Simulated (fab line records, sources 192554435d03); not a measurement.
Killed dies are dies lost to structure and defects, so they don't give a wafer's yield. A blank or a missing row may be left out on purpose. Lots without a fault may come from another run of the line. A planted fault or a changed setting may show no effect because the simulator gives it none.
Which tool did it? | flow n5_finfet | 10 lots, 26 wafers sampled, at 2 steps of a route of 1938

WHAT THE GAUGES READ, wafer by wafer
N5_BEOL_M15_INSPECT_30: inspects for defects (macro). Usual: raw_defect_count 2.1, standard deviation 1.3.
lot  | measured     | on                | raw_defect_count | flag
L678 | day 11 09:05 | defect_inspect-01 | 1 5 3            |
L680 | day 11 23:49 | defect_inspect-02 | 1 2              |
L681 | day 12 10:50 | defect_inspect-02 | 0 3 1            |
L684 | day 13 11:06 | defect_inspect-01 | 3 4              |
L692 | day 15 03:31 | defect_inspect-01 | >300 >300 >300   | OFF
L693 | day 15 19:56 | defect_inspect-01 | >300 >300 >300   | OFF
L697 | day 16 15:23 | defect_inspect-01 | 2 2              |
L695 | day 17 08:16 | defect_inspect-02 | 5 2              |
L696 | day 17 12:28 | defect_inspect-02 | 1 1 1            |
L700 | day 18 09:32 | defect_inspect-01 | 4 3 0            |

WHICH TOOL RAN EACH LOT (tool, then ch and the chambers of the sampled wafers, then the start)
lot  | N5_BEOL_M15_STRIP_63
L678 | rie_diel-06 ch 1,3, day 11 07:00
L680 | rie_diel-04 ch 2,3, day 11 22:00
L681 | rie_diel-06 ch 0,1,2, day 12 09:00
L684 | rie_diel-04 ch 0,1, day 13 09:00
L692 | rie_diel-03 ch 0,1, day 15 02:00
L693 | rie_diel-03 ch 0,1,2, day 15 18:00
L697 | rie_diel-04 ch 1,3, day 16 14:00
L695 | rie_diel-06 ch 1,3, day 17 07:00
L696 | rie_diel-06 ch 1,2, day 17 11:00
L700 | rie_diel-04 ch 0,3, day 18 08:00
- N5_BEOL_M15_STRIP_63: strips in O2.

WHAT THE TOOLS THEMSELVES READ (means of the sampled wafers that have a number; where no wafer has one, the mark that the record gives instead)
N5_BEOL_M15_STRIP_63. Usual: drypump_motor_current_A 5.9 A, standard deviation 0.32; o2_flow_sccm 225.1 sccm, standard deviation 0.6; oes_product_au 0.82 a.u., standard deviation 0.084; rf_vpp_V 3.6 V, standard deviation 0.78; showerhead_plenum_p_Torr 2.08 Torr, standard deviation 0.091; throttle_valve_pct 16.57 %, standard deviation 0.24.
lot  | tool        | drypump_motor_current_A (A) | o2_flow_sccm (sccm) | oes_product_au (a.u.) | rf_vpp_V (V) | showerhead_plenum_p_Torr (Torr) | throttle_valve_pct (%) | flag
L678 | rie_diel-06 | 6.1                         | 225.3               | 0.83                  | 4.3          | 2.04                            | 16.76                  |
L680 | rie_diel-04 | 5.8                         | 224.4               | 0.84                  | 3.9          | 2.04                            | 16.52                  |
L681 | rie_diel-06 | 5.8                         | 225.3               | 0.91                  | 3.9          | 2.13                            | 16.43                  |
L684 | rie_diel-04 | 5.8                         | 224.7               | 0.71                  | 2.7          | 2.08                            | 16.54                  |
L692 | rie_diel-03 | 5.7                         | 225.5               | 0.73                  | 3.5          | 2.03                            | 16.99                  |
L693 | rie_diel-03 | 6.0                         | 225.1               | 0.79                  | 3.8          | 2.05                            | 16.74                  |
L697 | rie_diel-04 | 5.9                         | 224.9               | 0.72                  | 3.8          | 2.05                            | 16.65                  |
L695 | rie_diel-06 | 6.1                         | 224.5               | 0.76                  | 3.9          | 2.02                            | 16.85                  |
L696 | rie_diel-06 | 6.1                         | 225.5               | 0.83                  | 3.4          | 2.05                            | 16.62                  |
L700 | rie_diel-04 | 5.5                         | 224.9               | 0.71                  | 3.8          | 1.95                            | 16.52                  |

THE ANSWER, worked out from the rows above alone
Rule: a lot is off if the mean of its wafers that have a number lies more than 3 standard deviations from the usual mean. A lot without any number at a reading at which 4 lots or more have one is off too. The other lots that the step has rows for count as sound. The gauges are gone through in route order, then the tools' own readings, and for those a lot's mean is taken as printed above. The first step at which some lot is off is used, and at that step the reading that is off furthest; a lot without a number counts as furthest.
Off: L692, L693, at N5_BEOL_M15_INSPECT_30 (raw_defect_count). Without a number there: L692, L693.
A tool fits if, at a process step before that reading, it ran every lot that is off, and no sound lot after the first of them. The gauges at N5_BEOL_M15_INSPECT_30 are tried like those tools. One fits: rie_diel-03 at N5_BEOL_M15_STRIP_63. It ran no sound lot before its first lot that is off in this sample, so the start can't be narrowed down.

WHAT THE SIMULATOR HAD PUT IN
Chamber particle source: rie_diel-03, from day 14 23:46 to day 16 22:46, at N5_BEOL_M15_STRIP_63. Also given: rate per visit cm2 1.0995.
Lots struck among those shown: L692, L693. The rule above found the same.
